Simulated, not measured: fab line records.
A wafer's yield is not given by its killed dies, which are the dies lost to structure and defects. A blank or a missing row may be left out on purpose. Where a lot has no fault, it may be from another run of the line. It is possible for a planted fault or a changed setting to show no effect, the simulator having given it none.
Matching of chambers	flow nand harc	NHARC_A_STAIRCASE_TRIM_200 on rie diel-05 has 4 sister chambers
The step chemistry O2, time 211.2 s. 8 wafers are shown with their chamber, then 7 later ones without.

WAFERS PAIRED WITH THEIR CHAMBERS
wafer	chamber	showerhead plenum p Torr (Torr)	drypump motor current A (A)
L356.4	2	3.51	4.7
L360.6	0	3.32	5.9
L362.5	0	3.31	5.8
L370.1	2	3.49	4.6
L370.2	3	3.69	6.3
L370.3	1	3.62	5.3
L371.1	1	3.62	5.3
L371.4	3	3.69	6.3

WAFERS WITH NO CHAMBER GIVEN
wafer	showerhead plenum p Torr (Torr)	drypump motor current A (A)
L371.5	3.62	5.4
L372.1	3.68	6.3
L372.4	3.30	5.8
L372.6	3.30	5.9
L374.3	3.68	6.3
L374.4	3.48	4.7
L374.5	3.68	6.3

EACH ONE'S CHAMBER
wafer	from the rows above	in truth
L371.5	1	1
L372.1	3	3
L372.4	0	0
L372.6	0	0
L374.3	3	3
L374.4	2	2
L374.5	3	3
Placed correctly: 7 of 7. Left unplaced by these rows: 0. Wrongly placed: 0.
How it was worked out, from the rows above alone: a wafer's distance from a chamber is the root of the sum, over the readings, of the square of ((its reading less the chamber's mean) divided by the reading's scatter). If the next closest chamber is less than 2 further off than the closest, the wafer can't be placed; otherwise it belongs to the closest. The mean given for a chamber averages the wafers shown for that chamber. How the scatter is found: for the shown wafers, subtract from each reading the mean of its chamber, square and add these, divide the total by (wafers less chambers), then take the root.
